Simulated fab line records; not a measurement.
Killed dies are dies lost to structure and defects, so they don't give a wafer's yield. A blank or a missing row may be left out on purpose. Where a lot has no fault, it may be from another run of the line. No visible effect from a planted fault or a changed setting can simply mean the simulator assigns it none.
fab line records    flow n5_finfet
record: lots: 6  wafers: 18  last_day: 19
route steps=1938 shown FIN_SAQP@134 BEOL_M4@1111 PASSIVATION@1936
lots that met no fault: taken from a fault-free run of the same line
start_h: hours from the record's first day to the start of the lot's first wafer shown    wait_h: time in hours since the lot's previous step    " repeats the value in the row above    L1.1+2: several wafers, shown together as one row    - either no value or no given start    * or withheld: withheld    < > ~ a bound
route shown NAME@n: a module of which the file shows steps, and the number in the route of the first    usual: mean and standard deviation over wafers with no fault    same: alike in all rows    chamber/n: place in a boat    sites: the reading at each site    _std_site: their standard deviation    _edge_site: inner sites' mean taken away from outer sites' mean    radius_mm: for every site, how far away it sits from the centre of the wafer    mask NAME#n: copy n    behind: the most recent tool/chamber to have shaped the wafer    hold: reason for holding the lot/hours on hold/outcome of the hold    device: the transistor (n, p or np) that didn't switch    end of line: tests run on the same wafers once the route is complete    a step without rows: its recipe alone    killed: count of dies lost to structure and defects at first sort (not the wafer's yield)    map: a wafer's dies, marking killed ones x, the rest . and places with no die _
set.NAME: the run value of the setting; set.NAME@STEP: its run value at that earlier step    model.NAME: the simulator's own value behind a step, which no gauge read
lots at some steps of the route; a table a step, a row a wafer
services: from which hour (start_h, from the record's first day; less than 0 if before it) a tool's chamber was out of use, for how many hours, and why
== steps ==
step: N5_FIN_SAQP_ETCH_69
recipe: chemistry: N2/H2  target: SOC  target_depth_a: 1500  stop_on: SiNx  ion_energy_ev: 100  bias_w: 61  pressure_mtorr: 30  source_w: 850  n2_flow_sccm: 200  h2_flow_sccm: 200
step: N5_FIN_SAQP_ETCH_67
recipe: chemistry: CH3F/O2  target: SiNx  target_depth_a: 300  mask_material: SOC  pressure_mtorr: 30  source_w: 395  bias_w: 73  Ar_flow_sccm: 150  CH3F_flow_sccm: 30  O2_flow_sccm: 20  ion_energy_ev: 120
usual: drypump_motor_current_A: 6.0/0.42  oes_product_au: 0.82/0.1  rf_vpp_V: 300/5.3  showerhead_plenum_p_Torr: 1.99/0.079  throttle_valve_pct: 16.38/0.21
lot.wafer  tool         chamber  start_h  wait_h  drypump_motor_current_A  oes_product_au  rf_hours_counter_h  rf_vpp_V  showerhead_plenum_p_Torr  throttle_valve_pct
L838.2     rie_diel-03  0        48.43    0.0     5.7                      0.73            188                 290       1.90                      16.49
L838.4     "            2        "        "       5.1                      0.75            -                   306       2.01                      16.32
L838.6     "            0        "        "       5.6                      0.73            -                   291       1.90                      16.47
L846.1     rie_diel-02  3        101.08   0.0     6.3                      0.94            12                  296       2.05                      16.25
L846.2     "            1        "        "       6.2                      0.70            240                 295       1.89                      16.48
L846.6     "            3        "        "       6.4                      0.95            -                   298       2.05                      16.24
L847.4     rie_diel-02  2        105.01   0.0     6.0                      0.84            96                  304       2.12                      16.25
L847.5     "            1        "        "       6.2                      0.69            -                   296       1.89                      16.50
L847.6     "            0        "        "       6.4                      0.76            -                   307       1.92                      16.47
L853.1     rie_diel-02  2        139.82   0.0     6.0                      0.82            109                 304       2.11                      16.28
L853.4     "            0        "        "       6.4                      0.74            -                   306       1.92                      16.48
L853.5     "            3        "        "       6.4                      0.91            -                   296       2.04                      16.28
L854.1     rie_diel-02  3        146.24   0.0     6.3                      0.90            30                  298       2.04                      16.29
L854.2     "            2        "        "       6.0                      0.82            112                 303       2.11                      16.27
L854.6     "            0        "        "       6.4                      0.74            -                   305       1.92                      16.49
L857.2     rie_diel-02  2        168.01   0.0     6.0                      0.81            122                 303       2.11                      16.30
L857.4     "            2        "        "       6.0                      0.81            -                   305       2.11                      16.31
L857.5     "            0        "        "       6.3                      0.73            -                   306       1.92                      16.52
step: N5_FIN_SAQP_STRIP_70
recipe: chemistry: N2/H2  power_w: 500  temp_c: 40  pressure_mtorr: 50  rf_frequency_hz: 6e+07  overash_fraction: 0.3  bias_power_w: 28  h2_frac: 0.5  n2_flow_sccm: 300  h2_flow_sccm: 300
usual: drypump_motor_current_A: 6.0/0.42  oes_product_au: 0.82/0.1  power_w: 500.1/1.4  rf_vpp_V: 121.7/0.99  showerhead_plenum_p_Torr: 3.34/0.12  throttle_valve_pct: 18.9/0.33
same: overash_fraction: 0.3
lot.wafer  tool         chamber  start_h  wait_h  drypump_motor_current_A  oes_product_au  power_w  rf_hours_counter_h  rf_vpp_V  showerhead_plenum_p_Torr  throttle_valve_pct
L838.2     rie_diel-03  0        48.47    0.0     5.7                      0.73            500.1    188                 120.6     3.19                      19.1
L838.4     "            2        "        "       5.1                      0.76            502.3    -                   120.8     3.38                      19.5
L838.6     "            0        "        "       5.7                      0.74            497.0    -                   120.7     3.19                      19.1
L846.1     rie_diel-02  3        101.12   0.0     6.4                      0.96            500.8    12                  120.4     3.45                      19.2
L846.2     "            1        "        "       6.2                      0.69            501.9    240                 121.2     3.19                      19.1
L846.6     "            3        "        "       6.4                      0.95            500.5    -                   123.6     3.45                      19.2
L847.4     rie_diel-02  2        105.05   0.0     6.0                      0.83            500.1    96                  121.6     3.52                      18.7
L847.5     "            1        "        "       6.2                      0.68            500.5    -                   121.8     3.19                      19.1
L847.6     "            0        "        "       6.4                      0.76            500.4    -                   120.7     3.24                      19.2
L853.1     rie_diel-02  2        139.86   0.0     6.0                      0.82            500.5    109                 121.2     3.51                      18.7
L853.4     "            0        "        "       6.4                      0.75            502.3    -                   123.0     3.23                      19.2
L853.5     "            3        "        "       6.4                      0.91            500.1    -                   122.3     3.44                      19.2
L854.1     rie_diel-02  3        146.28   0.0     6.4                      0.91            497.7    30                  121.7     3.44                      19.2
L854.2     "            2        "        "       6.0                      0.80            498.8    112                 121.5     3.51                      18.7
L854.6     "            0        "        "       6.4                      0.75            501.0    -                   122.3     3.23                      19.3
L857.2     rie_diel-02  2        168.05   0.0     6.0                      0.80            499.0    122                 123.6     3.51                      18.7
L857.4     "            2        "        "       6.0                      0.80            498.4    -                   123.7     3.51                      18.7
L857.5     "            0        "        "       6.4                      0.73            500.0    -                   121.1     3.22                      19.3
step: N5_FIN_SAQP_RECESS_71
recipe: chemistry: HF/NH3  target: SiO2  target_depth_a: 30  afs_cycles: 1  temp_c: 30  sublimation_temp_c: 180  sublimation_time_s: 60
step: N5_FIN_SAQP_SPACER2_ALD_28
recipe: material: SiO2  target_thk_a: 81  temp_c: 300  ald_precursor_family: BDEAS  ald_co_reactant: O2-plasma  pulse_time_s: 1  purge_time_s: 2  co_reactant_purge_time_s: 2  pressure_torr: 2
usual: heater_power_w: 475/41  precursor_pulse_height_rel: 1.000/0.021
lot.wafer  tool        chamber  start_h  wait_h  heater_power_w  precursor_pulse_height_rel
L838.2     ald_sin-02  0        48.67    0.1     502             1.006
L838.4     "           1        "        "       449             1.003
L838.6     "           0        "        "       485             0.978
L846.1     ald_sin-02  1        101.44   0.2     463             1.028
L846.2     "           2        "        "       503             0.995
L846.6     "           2        "        "       509             1.026
L847.4     ald_sin-01  2        105.40   0.2     479             1.037
L847.5     "           3        "        "       498             0.995
L847.6     "           1        "        "       448             0.998
L853.1     ald_sin-02  2        140.06   0.1     512             0.970
L853.4     "           3        "        "       404             0.976
L853.5     "           2        "        "       518             0.997
L854.1     ald_sin-02  1        146.48   0.1     445             0.993
L854.2     "           2        "        "       508             1.007
L854.6     "           2        "        "       502             0.974
L857.2     ald_sin-04  1        168.68   0.4     454             0.988
L857.4     "           0        "        "       442             0.978
L857.5     "           3        "        "       514             0.993
step: N5_FIN_SAQP_SPACER2_ETCHBACK_29
recipe: chemistry: CHF3/O2  mode: anisotropic_etchback  target: SiO2  target_depth_a: 122  time_s: 6.1  pressure_mtorr: 30  source_w: 650  bias_w: 170  Ar_flow_sccm: 200  CHF3_flow_sccm: 50  O2_flow_sccm: 5  ion_energy_ev: 200
usual: drypump_motor_current_A: 5.9/0.45  oes_product_au: 0.81/0.1  rf_vpp_V: 528/10  showerhead_plenum_p_Torr: 2.40/0.091  throttle_valve_pct: 18.91/0.22
lot.wafer  tool         chamber  start_h  wait_h  drypump_motor_current_A  oes_product_au  rf_hours_counter_h  rf_vpp_V  showerhead_plenum_p_Torr  throttle_valve_pct
L838.2     rie_diel-02  1        49.00    0.2     6.2                      0.70            220                 523       2.29                      18.97
L838.4     "            0        "        "       6.4                      0.76            127                 540       2.33                      18.99
L838.6     "            1        "        "       6.2                      0.70            -                   523       2.29                      18.96
L846.1     rie_diel-03  3        101.77   0.2     5.4                      0.93            10                  545       2.56                      18.54
L846.2     "            0        "        "       5.7                      0.72            210                 511       2.28                      19.02
L846.6     "            3        "        "       5.4                      0.92            -                   544       2.56                      18.52
L847.4     rie_diel-02  3        105.58   0.0     6.3                      0.94            14                  524       2.47                      18.84
L847.5     "            0        "        "       6.4                      0.76            -                   540       2.32                      19.01
L847.6     "            1        "        "       6.2                      0.69            -                   523       2.28                      19.00
L853.1     rie_diel-02  3        140.45   0.2     6.3                      0.91            27                  525       2.46                      18.87
L853.4     "            2        "        "       6.0                      0.83            -                   536       2.54                      18.82
L853.5     "            0        "        "       6.4                      0.74            -                   541       2.32                      19.02
L854.1     rie_diel-04  0        146.81   0.2     6.3                      0.95            13                  530       2.36                      18.52
L854.2     "            2        "        "       6.3                      0.72            204                 528       2.29                      19.32
L854.6     "            2        "        "       6.3                      0.72            -                   528       2.29                      19.34
L857.2     rie_diel-02  2        169.01   0.2     6.0                      0.81            123                 535       2.53                      18.83
L857.4     "            3        "        "       6.4                      0.87            -                   523       2.46                      18.90
L857.5     "            0        "        "       6.4                      0.74            -                   540       2.31                      19.06
step: N5_FIN_SAQP_MANDREL2_REMOVE_60
recipe: chemistry: HBr/Cl2/O2  bt_time_s: 10  target: a-Si  stop_on: SiNx  endpoint: OES-SiCl  over_etch_frac: 1  icp_w: 600  bias_w: 22  HBr_flow_sccm: 150  Cl2_flow_sccm: 80  O2_flow_sccm: 5  pressure_mtorr: 10
step: N5_FIN_SAQP_CD_MEAS_31
recipe: target_cd_nm: 8  landing_energy_ev: 1000  detector: se_inlens  polarity: line
usual: cd_nm: 8.08/0.23
lot.wafer  tool       chamber  start_h  wait_h  cd_nm
L838.2     cd_sem-03  0        49.20    0.1     8.16
L838.4     "          0        "        "       8.13
L838.6     "          0        "        "       7.82
L846.1     cd_sem-03  0        101.96   0.1     8.17
L846.2     "          0        "        "       7.78
L846.6     "          0        "        "       7.97
L847.4     cd_sem-01  0        105.79   0.1     8.45
L847.5     "          0        "        "       8.12
L847.6     "          0        "        "       8.12
L853.1     cd_sem-01  0        140.64   0.1     7.86
L853.4     "          0        "        "       7.61
L853.5     "          0        "        "       8.20
L854.1     cd_sem-03  0        147.00   0.1     7.74
L854.2     "          0        "        "       8.13
L854.6     "          0        "        "       7.91
L857.2     cd_sem-02  0        169.21   0.1     8.22
L857.4     "          0        "        "       8.24
L857.5     "          0        "        "       8.14
step: N5_FIN_SAQP_HM_OPEN_33
recipe: chemistry: CH3F/O2  target: SiNx  mask_material: SiO2  target_depth_a: 494  time_s: 70.6  pressure_mtorr: 30  source_w: 395  bias_w: 73  Ar_flow_sccm: 150  CH3F_flow_sccm: 30  O2_flow_sccm: 20  ion_energy_ev: 120  ends: cleared
step: N5_FIN_SAQP_ETCH_34
recipe: chemistry: C4F6/O2  target: SiO2  target_depth_a: 450  time_s: 15  ion_energy_ev: 250  pressure_mtorr: 30  source_w: 345  bias_w: 185  Ar_flow_sccm: 300  C4F6_flow_sccm: 10  O2_flow_sccm: 10  ends: cleared
step: N5_FIN_SAQP_STRIP_77
recipe: chemistry: N2/H2  time_s: 90  power_w: 100  temp_c: 40  pressure_mtorr: 100  rf_frequency_hz: 6e+07  bias_power_w: 3  n2_flow_sccm: 300  h2_flow_sccm: 300
step: N5_FIN_SAQP_HM_CD_35
recipe: target_cd_nm: 8  polarity: line
usual: cd_nm: 8.07/0.26
lot.wafer  tool       chamber  start_h  wait_h  cd_nm
L838.2     cd_sem-02  -        49.46    0.1     8.09
L838.4     "          -        "        "       8.55
L838.6     "          -        "        "       8.04
L846.1     cd_sem-01  -        102.23   0.1     7.98
L846.2     "          -        "        "       7.48
L846.6     "          -        "        "       7.81
L847.4     cd_sem-02  -        106.06   0.0     7.96
L847.5     "          -        "        "       8.26
L847.6     "          -        "        "       8.21
L853.1     cd_sem-01  -        140.91   0.1     8.00
L853.4     "          -        "        "       8.08
L853.5     "          -        "        "       8.43
L854.1     cd_sem-03  -        147.27   0.1     7.76
L854.2     "          -        "        "       8.02
L854.6     "          -        "        "       8.24
L857.2     cd_sem-02  -        169.48   0.1     7.92
L857.4     "          -        "        "       8.49
L857.5     "          -        "        "       8.30
step: N5_FIN_SAQP_ETCH_64
recipe: chemistry: CF4  target: SiO2  target_depth_a: 15  ion_energy_ev: 350  pressure_mtorr: 10  icp_w: 800  bias_w: 400  cf4_flow_sccm: 80
usual: drypump_motor_current_A: 5.7/0.55  oes_product_au: 1.014/0.022  throttle_valve_pct: 21.71/0.26
lot.wafer  tool       chamber  start_h  wait_h  drypump_motor_current_A  oes_product_au  rf_hours_counter_h  throttle_valve_pct  model.etch.depth_nm
L838.2     rie_si-01  0        49.51    0.0     5.4                      1.024           148                 21.77               1.578
L838.4     "          2        "        "       6.7                      1.025           129                 21.55               1.523
L838.6     "          0        "        "       5.4                      1.033           -                   21.78               1.603
L846.1     rie_si-01  2        102.28   0.0     6.7                      1.026           130                 21.55               1.503
L846.2     "          3        "        "       5.1                      1.289           7                   21.50               2.154
L846.6     "          1        "        "       5.8                      0.990           -                   22.12               1.502
L847.4     rie_si-01  3        106.10   0.0     5.1                      1.285           7                   21.51               2.144
L847.5     "          3        "        "       5.1                      1.017           -                   21.43               1.5
L847.6     "          0        "        "       5.4                      1.014           -                   21.77               1.562
L853.1     rie_si-02  3        140.95   0.0     6.0                      0.965           61                  21.42               1.464
L853.4     "          0        "        "       5.4                      1.039           57                  21.67               1.535
L853.5     "          3        "        "       6.0                      0.967           -                   21.42               1.473
L854.1     rie_si-02  1        147.32   0.0     6.6                      1.041           7                   21.58               1.528
L854.2     "          2        "        "       5.7                      1.006           2                   21.68               1.503
L854.6     "          1        "        "       6.6                      1.044           -                   21.59               1.526
L857.2     rie_si-01  0        169.52   0.0     5.4                      1.016           150                 21.76               1.564
L857.4     "          2        "        "       6.7                      1.022           131                 21.56               1.523
L857.5     "          1        "        "       5.8                      0.991           -                   22.12               1.507
step: N5_FIN_SAQP_FIN_ETCH_36
recipe: chemistry: HBr/Cl2/O2  target_depth_a: 1200  mask_material: SiNx  time_s: 50.4  bias_w: 102  pressure_mtorr: 10  icp_w: 800  HBr_flow_sccm: 150  Cl2_flow_sccm: 80  O2_flow_sccm: 12
usual: drypump_motor_current_A: 5.7/0.55  oes_product_au: 1.009/0.021  throttle_valve_pct: 35.89/0.3
lot.wafer  tool       chamber  start_h  wait_h  drypump_motor_current_A  oes_product_au  rf_hours_counter_h  throttle_valve_pct
L838.2     rie_si-01  0        49.53    0.0     5.4                      1.020           148                 35.85
L838.4     "          2        "        "       6.7                      1.044           129                 35.63
L838.6     "          0        "        "       5.4                      1.021           -                   35.85
L846.1     rie_si-01  2        102.30   0.0     6.7                      1.037           130                 35.65
L846.2     "          3        "        "       5.1                      1.014           7                   35.79
L846.6     "          1        "        "       5.8                      0.990           -                   36.14
L847.4     rie_si-01  3        106.12   0.0     5.1                      1.016           7                   35.80
L847.5     "          3        "        "       5.1                      1.017           -                   35.76
L847.6     "          0        "        "       5.4                      1.015           -                   35.87
L853.1     rie_si-02  3        140.97   0.0     6.0                      0.972           61                  35.88
L853.4     "          0        "        "       5.4                      1.028           57                  35.54
L853.5     "          3        "        "       6.0                      0.975           -                   35.85
L854.1     rie_si-02  1        147.34   0.0     6.6                      1.046           7                   36.00
L854.2     "          2        "        "       5.7                      0.997           2                   36.10
L854.6     "          1        "        "       6.6                      1.049           -                   36.00
L857.2     rie_si-01  0        169.54   0.0     5.4                      1.012           150                 35.86
L857.4     "          2        "        "       6.7                      1.042           131                 35.64
L857.5     "          1        "        "       5.8                      0.991           -                   36.16
step: N5_BEOL_M4_RC_MEAS_101
usual: DIBL_N: 36.3/1.9  DIBL_P: 36.0/2.1  IOFF_N: 0.16/0.031  IOFF_P: 0.21/0.035  ION_N: 675/14  ION_P: 464/8.5  SS_N: 71.5/0.6  SS_P: 73.3/0.72  VT_N: 250/3.2  VT_P: -250/3.1
lot.wafer  tool       chamber  start_h  wait_h  DIBL_N[mV/V]  DIBL_P[mV/V]  IOFF_N[nA/um]  IOFF_P[nA/um]  ION_N[uA/um]  ION_P[uA/um]  SS_N[mV/dec]  SS_P[mV/dec]  VT_N[mV]  VT_P[mV]
L838.2     prober-02  0        186.20   0.2     35.7          36.1          0.15           0.20           679           466           71.0          73.9          252       -252
L838.4     "          0        "        "       38.5          39.5          0.18           0.25           674           465           72.0          74.8          252       -247
L838.6     "          0        "        "       34.7          35.2          0.13           0.19           660           457           71.1          73.1          252       -255
L854.1     prober-01  0        289.37   0.0     38.2          40.3          0.19           0.22           681           458           71.8          74.0          248       -253
L854.2     "          0        "        "       36.4          38.6          0.17           0.20           702           473           72.0          73.6          248       -253
L854.6     "          0        "        "       36.3          37.3          0.16           0.18           688           464           71.4          73.4          247       -255
L847.4     prober-02  0        320.52   0.5     36.5          36.1          0.15           0.21           675           460           72.0          73.4          252       -249
L847.5     "          0        "        "       36.8          37.2          0.16           0.22           674           461           71.2          73.9          251       -254
L847.6     "          0        "        "       34.8          34.3          0.12           0.18           658           454           71.0          72.8          255       -253
L853.1     prober-01  0        320.86   0.0     35.8          37.3          0.17           0.23           676           462           71.7          73.7          249       -248
L853.4     "          0        "        "       35.9          37.6          0.17           0.23           662           460           71.7          74.1          251       -249
L853.5     "          0        "        "       36.2          36.0          0.17           0.21           665           456           72.4          73.4          251       -252
L846.1     prober-01  0        326.65   0.0     35.8          34.8          0.16           0.22           689           470           71.8          72.6          247       -246
L846.2     "          0        "        "       35.3          34.3          0.15           0.20           667           455           72.1          72.8          250       -250
L846.6     "          0        "        "       36.1          37.3          0.18           0.26           683           474           71.6          72.8          247       -248
L857.2     prober-01  0        340.83   0.2     36.4          36.4          0.14           0.21           650           452           71.2          72.6          254       -250
L857.4     "          0        "        "       35.2          35.1          0.14           0.19           665           461           71.4          72.9          250       -254
L857.5     "          0        "        "       36.7          37.6          0.17           0.22           663           457           71.0          73.8          252       -250
step: N5_PASSIVATION_PROBE_49
usual: defect_limited_yield: 91.0/1.5  killed_at_M0_to_M3: 32/9.6  killed_at_M4_up: 13/4.7  killed_at_contacts: 13/7.2  killed_at_front_end: 44/13  killed_at_other: 4/3.4  killed_dies: 106/18  killed_open: 70/13  killed_short: 35/8  sort_bin_5_function: 5.3/0.97  sort_bin_6_memory: 3.4/0.73  sort_n_pass: 1074/18  sort_yield_pct: 91.0/1.5
same: gross_dies: 1180  killed_at_back_side: 0  sort_bin_4_leakage[%]: 0  sort_bin_8_speed[%]: 0
lot.wafer  tool       chamber  start_h  wait_h  defect_limited_yield[%]  killed_at_M0_to_M3  killed_at_M4_up  killed_at_contacts  killed_at_front_end  killed_at_other  killed_dies  killed_open  killed_short  sort_bin_5_function[%]  sort_bin_6_memory[%]  sort_n_pass  sort_yield_pct[%]
L838.2     prober-01  -        266.06   0.1     89.4                     44                  5                6                   61                   9                125          75           48            6.5                     3.3                   1055         89.4
L838.4     prober-01  -        266.16   0.2     93.7                     23                  10               6                   26                   9                74           47           26            3.5                     2.4                   1106         93.7
L838.6     prober-01  -        266.26   0.3     91.1                     19                  6                2                   69                   9                105          62           43            5.5                     2.9                   1075         91.1
L854.1     prober-01  -        396.06   0.0     89.5                     28                  17               10                  62                   7                124          90           33            7.0                     3.4                   1056         89.5
L854.2     prober-01  -        396.11   0.1     91.3                     32                  20               14                  29                   8                103          68           34            4.8                     3.3                   1077         91.3
L854.6     prober-01  -        396.31   0.3     89.2                     32                  19               18                  46                   12               127          87           40            5.8                     4.7                   1053         89.2
L853.1     prober-01  -        432.84   0.1     90.5                     29                  16               22                  43                   2                112          73           38            5.9                     3.3                   1068         90.5
L853.4     prober-01  -        432.99   0.3     92.5                     28                  17               15                  28                   0                88           60           25            4.2                     3.2                   1092         92.5
L853.5     prober-01  -        433.04   0.3     91.2                     33                  17               15                  38                   1                104          65           37            5.2                     3.1                   1076         91.2
L846.1     prober-02  -        442.10   0.0     89.2                     38                  15               22                  51                   1                127          79           40            6.3                     3.5                   1053         89.2
L846.2     prober-02  -        442.15   0.1     91.5                     24                  15               19                  40                   2                100          66           26            4.2                     3.6                   1080         91.5
L846.6     prober-02  -        442.35   0.3     88.5                     29                  29               28                  45                   5                136          98           32            7.5                     3.3                   1044         88.5
L847.4     prober-01  -        442.42   0.2     90.4                     45                  16               3                   42                   7                113          80           32            5.8                     3.5                   1067         90.4
L847.5     prober-01  -        442.47   0.2     91.4                     49                  16               4                   31                   2                102          78           24            4.9                     3.5                   1078         91.4
L847.6     prober-01  -        442.52   0.3     91.9                     30                  12               8                   43                   3                96           67           29            5.3                     2.5                   1084         91.9
L857.2     prober-01  -        446.53   0.1     92.7                     20                  18               3                   38                   7                86           47           39            4.2                     2.6                   1094         92.7
L857.4     prober-01  -        446.63   0.2     91.0                     28                  7                21                  43                   7                106          77           29            4.7                     4.1                   1074         91.0
L857.5     prober-01  -        446.68   0.2     94.2                     21                  8                9                   29                   2                69           45           24            3.4                     1.9                   1111         94.2
killed by level:class
L838.2 FIN_SAQP:geometric_particle:open=16 FIN_SAQP:geometric_particle:short=14 BEOL_M0_SAQP:geometric_particle:open=14 GATE_CUT:geometric_particle:short=9 BEOL_M0_SAQP:geometric_particle:short=8 BEOL_M2:geometric_particle:open=7 GATE_CUT:geometric_particle:open=6 BEOL_M3:geometric_particle:open=5
L838.4 FIN_SAQP:geometric_particle:open=8 BEOL_M0_SAQP:geometric_particle:short=8 BEOL_M0_SAQP:geometric_particle:open=7 MIM_BOT:geometric_particle:open=5 BEOL_M3:geometric_particle:open=5 FIN_SAQP:geometric_particle:short=4 STI_FIN_REVEAL:geometric_particle:open=4 MOL_CONTACT_COAG:geometric_particle:short=4
L838.6 STI_FIN_REVEAL:geometric_particle:open=19 FIN_SAQP:geometric_particle:open=12 FIN_SAQP:geometric_particle:short=9 GATE_CUT:geometric_particle:short=5 ILD0:geometric_particle:short=5 BEOL_M0_SAQP:geometric_particle:open=5 MIM_BOT:geometric_particle:short=5 STI_FIN_REVEAL:geometric_particle:short=4
L854.1 FIN_SAQP:geometric_particle:open=22 STI_FIN_REVEAL:geometric_particle:open=12 FIN_SAQP:geometric_particle:short=10 MOL_CONTACT_COAG:geometric_particle:open=9 BEOL_M4:geometric_particle:open=7 BEOL_M1:geometric_particle:open=6 BEOL_M0:geometric_particle:open=6 BEOL_M3:geometric_particle:open=5
L854.2 BEOL_M4:geometric_particle:open=11 FIN_SAQP:geometric_particle:short=10 MOL_CONTACT_COAG:geometric_particle:open=10 BEOL_M0_SAQP:geometric_particle:open=8 FIN_SAQP:geometric_particle:open=6 BEOL_M2:geometric_particle:open=6 BEOL_M3:geometric_particle:open=6 BEOL_M1:geometric_particle:open=5
L854.6 MOL_CONTACT_COAG:geometric_particle:open=15 FIN_SAQP:geometric_particle:open=12 BEOL_M2:geometric_particle:open=9 BEOL_M4:geometric_particle:open=8 STI_FIN_REVEAL:geometric_particle:open=7 FIN_SAQP:geometric_particle:short=6 BEOL_M1:geometric_particle:open=6 STARTING-WAFER:geometric_particle:open=6
L853.1 MOL_CONTACT_COAG:geometric_particle:open=18 FIN_SAQP:geometric_particle:short=12 BEOL_M4:geometric_particle:open=9 BEOL_M2:geometric_particle:open=7 BEOL_M0_SAQP:geometric_particle:open=6 FIN_SAQP:geometric_particle:open=5 DUMMY_GATE:geometric_particle:open=5 BEOL_M1:geometric_particle:open=5
L853.4 MOL_CONTACT_COAG:geometric_particle:open=14 BEOL_M3:geometric_particle:open=11 FIN_SAQP:geometric_particle:short=10 BEOL_M4:geometric_particle:open=8 BEOL_M0_SAQP:geometric_particle:open=5 BEOL_M2:geometric_particle:open=5 FIN_SAQP:geometric_particle:open=4 STI_FIN_REVEAL:geometric_particle:open=4
L853.5 BEOL_M0_SAQP:geometric_particle:short=12 MOL_CONTACT_COAG:geometric_particle:open=10 FIN_SAQP:geometric_particle:open=9 BEOL_M4:geometric_particle:open=7 FIN_SAQP:geometric_particle:short=6 BEOL_M0_SAQP:geometric_particle:open=6 BEOL_M5:geometric_particle:open=6 DUMMY_GATE:geometric_particle:open=5
L846.1 FIN_SAQP:geometric_particle:open=17 MOL_CONTACT_COAG:geometric_particle:open=16 FIN_SAQP:geometric_particle:short=12 BEOL_M0_SAQP:geometric_particle:open=10 BEOL_M4:geometric_particle:open=10 BEOL_M0_SAQP:geometric_particle:short=7 MOL_CONTACT_COAG:geometric_particle:short=6 BEOL_M1:geometric_particle:open=6
L846.2 FIN_SAQP:geometric_particle:open=15 MOL_CONTACT_COAG:geometric_particle:open=14 BEOL_M4:geometric_particle:open=10 HKMG_FIN:area_etch=7 BEOL_M0_SAQP:geometric_particle:short=6 MOL_CONTACT_COAG:geometric_particle:short=5 BEOL_M0_SAQP:geometric_particle:open=5 FIN_SAQP:geometric_particle:short=4
L846.6 MOL_CONTACT_COAG:geometric_particle:open=22 BEOL_M4:geometric_particle:open=18 FIN_SAQP:geometric_particle:open=10 DUMMY_GATE:geometric_particle:open=9 BEOL_M0_SAQP:geometric_particle:short=9 BEOL_M1:geometric_particle:open=7 MOL_CONTACT_COAG:geometric_particle:short=6 HKMG_FIN:area_etch=6
L847.4 BEOL_M2:geometric_particle:open=10 BEOL_M0:geometric_particle:open=9 FIN_SAQP:geometric_particle:open=8 STI_FIN_REVEAL:geometric_particle:open=7 BEOL_M3:geometric_particle:open=6 FIN_SAQP:geometric_particle:short=5 DUMMY_GATE:geometric_particle:open=5 BEOL_M0_SAQP:geometric_particle:short=5
L847.5 BEOL_M0_SAQP:geometric_particle:open=11 BEOL_M2:geometric_particle:open=10 BEOL_M4:geometric_particle:open=9 FIN_SAQP:geometric_particle:open=8 BEOL_M1:geometric_particle:open=8 BEOL_M3:geometric_particle:open=6 FIN_SAQP:geometric_particle:short=5 BEOL_M0_SAQP:geometric_particle:short=5
L847.6 STI_FIN_REVEAL:geometric_particle:open=10 FIN_SAQP:geometric_particle:short=9 BEOL_M1:geometric_particle:open=8 FIN_SAQP:geometric_particle:open=7 MOL_CONTACT_COAG:geometric_particle:open=7 BEOL_M0_SAQP:geometric_particle:open=6 BEOL_M3:geometric_particle:open=5 DUMMY_GATE:geometric_particle:open=4
L857.2 FIN_SAQP:geometric_particle:short=12 FIN_SAQP:geometric_particle:open=8 STI_FIN_REVEAL:geometric_particle:open=5 BEOL_M4:geometric_particle:open=5 GATE_CUT:geometric_particle:short=4 BEOL_M0_SAQP:geometric_particle:short=4 BEOL_M6:geometric_particle:open=4 BEOL_M0:geometric_particle:open=3
L857.4 MOL_CONTACT_COAG:geometric_particle:open=19 BEOL_M3:geometric_particle:open=10 STI_FIN_REVEAL:geometric_particle:open=9 DUMMY_GATE:geometric_particle:open=7 FIN_SAQP:geometric_particle:open=6 GATE_CUT:geometric_particle:short=5 BEOL_M2:geometric_particle:open=5 STARTING-WAFER:geometric_particle:open=5
L857.5 MOL_CONTACT_COAG:geometric_particle:open=9 BEOL_M3:geometric_particle:open=8 STI_FIN_REVEAL:geometric_particle:open=6 GATE_CUT:geometric_particle:short=6 DUMMY_GATE:geometric_particle:open=4 FIN_SAQP:geometric_particle:short=3 STI_FIN_REVEAL:geometric_particle:short=3 BEOL_M0_SAQP:geometric_particle:open=3
== services ==
tool         chamber  start_h  hours  kind
ald_sin-02   -        26.36    14.6   pm
rie_si-01    1        28.59    6.8    repair
rie_si-01    3        35.08    3.5    repair
rie_si-02    -        38.22    2.8    pm
ald_sin-01   -        43.13    2.8    pm
rie_diel-03  1        50.89    8.8    repair
rie_diel-02  3        52.36    -      clean
rie_diel-02  3        52.36    -      consumable_replace:focus_ring
rie_diel-02  3        52.36    12.7   scheduled_down
rie_diel-02  3        52.36    12.7   vent_cycle
ald_sin-01   0        64.24    46.6   repair
ald_sin-01   3        77.88    15.3   repair
ald_sin-01   2        78.13    2.4    repair
rie_diel-04  1        98.25    7.9    repair
rie_diel-04  -        101.94   0.2    repair
rie_diel-03  2        103.38   6.4    repair
rie_diel-03  0        107.48   11.9   repair
rie_diel-04  0        111.02   1.2    repair
rie_diel-02  1        132.22   -      clean
rie_diel-02  1        132.22   -      consumable_replace:focus_ring
rie_diel-02  1        132.22   -      consumable_replace:showerhead
rie_diel-04  -        153.03   28.1   pm
ald_sin-02   1        160.35   15.6   repair
rie_diel-02  1        162.01   21.4   repair
== key ==
first_sign: step: N5_FIN_SAQP_ETCH_64  reading: oes_product_au  direction: up  sigmas: 12  usual: 1.014  struck: 1.287
effect none on later readings
model_effect: step: N5_FIN_SAQP_ETCH_64  value: etch.depth_nm  without: 1.494  struck: 2.149
met_at N5_FIN_SAQP_ETCH_64
struck_wafers L846.2,L847.4
onset_between 49.51 102.28
fault: kind: process_parameter_drift  tool: rie_si-01  chamber: -  onset_h: 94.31  steps: N5_FIN_SAQP_ETCH_64  channel: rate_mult  offset: 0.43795  shape: step  end_h: 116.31  scope: struck_wafers_only
